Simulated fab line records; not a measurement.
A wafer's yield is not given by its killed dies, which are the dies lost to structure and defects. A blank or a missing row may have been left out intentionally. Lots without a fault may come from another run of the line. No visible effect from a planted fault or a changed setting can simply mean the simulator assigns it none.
Chamber matching / flow n5 finfet / N5_BEOL_M5_CURE_80 on uv cure-03 has 3 sister chambers
The step cures SiCOH lowk, time 120 s. 6 wafers are shown with their chamber, then 12 later ones without.

## WAFERS WITH THEIR CHAMBER
wafer=L078.3; chamber=2; wafer_temp_C_max=373.1; lamp power pct (%)=52.31
wafer=L078.6; chamber=2; wafer_temp_C_max=372.7; lamp power pct (%)=52.29
wafer=L085.5; chamber=1; wafer_temp_C_max=371.7; lamp power pct (%)=52.25
wafer=L085.6; chamber=1; wafer_temp_C_max=372.3; lamp power pct (%)=52.28
wafer=L087.5; chamber=0; wafer_temp_C_max=372.0; lamp power pct (%)=52.32
wafer=L087.6; chamber=0; wafer_temp_C_max=371.5; lamp power pct (%)=52.41

## WAFERS WHOSE CHAMBER IS MISSING
wafer=L091.1; wafer_temp_C_max=371.4; lamp power pct (%)=52.34
wafer=L091.3; wafer_temp_C_max=372.0; lamp power pct (%)=52.29
wafer=L091.6; wafer_temp_C_max=371.4; lamp power pct (%)=52.20
wafer=L091.2; wafer_temp_C_max=371.1; lamp power pct (%)=52.18
wafer=L091.4; wafer_temp_C_max=371.3; lamp power pct (%)=52.32
wafer=L091.5; wafer_temp_C_max=371.6; lamp power pct (%)=52.30
wafer=L090.1; wafer_temp_C_max=372.1; lamp power pct (%)=52.36
wafer=L090.2; wafer_temp_C_max=371.5; lamp power pct (%)=52.21
wafer=L090.4; wafer_temp_C_max=372.2; lamp power pct (%)=52.22
wafer=L096.3; wafer_temp_C_max=372.7; lamp power pct (%)=52.37
wafer=L096.5; wafer_temp_C_max=372.1; lamp power pct (%)=52.27
wafer=L096.6; wafer_temp_C_max=372.0; lamp power pct (%)=52.35

## CHAMBER TAKEN BY EACH
wafer=L091.1; from the rows above=can't be placed: 0 or 1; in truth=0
wafer=L091.3; from the rows above=can't be placed: 1 or 0 or 2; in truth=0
wafer=L091.6; from the rows above=can't be placed: 1 or 0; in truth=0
wafer=L091.2; from the rows above=can't be placed: 1 or 0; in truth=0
wafer=L091.4; from the rows above=can't be placed: 0 or 1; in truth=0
wafer=L091.5; from the rows above=can't be placed: 1 or 0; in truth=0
wafer=L090.1; from the rows above=can't be placed: 0 or 1 or 2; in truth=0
wafer=L090.2; from the rows above=1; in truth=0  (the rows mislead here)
wafer=L090.4; from the rows above=can't be placed: 1 or 2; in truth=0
wafer=L096.3; from the rows above=can't be placed: 2 or 0 or 1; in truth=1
wafer=L096.5; from the rows above=1; in truth=1
wafer=L096.6; from the rows above=can't be placed: 0 or 1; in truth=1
Correctly placed: 1 of 12. Cannot be placed on the basis of these rows: 10; the candidates contain the true chamber in 9. Number placed wrongly: 1.
How it was worked out, from the rows above alone: a wafer's distance from a chamber is the root of the sum, over the readings, of the square of ((its reading less the chamber's mean) divided by the reading's scatter). If the next closest chamber is less than 2 further off than the closest, the wafer can't be placed; otherwise it belongs to the closest. For every chamber, the mean is computed from those of its wafers that are shown. The scatter: the root of (the sum of the squares of (reading less its chamber's mean) over the shown wafers, divided by (wafers less chambers)).
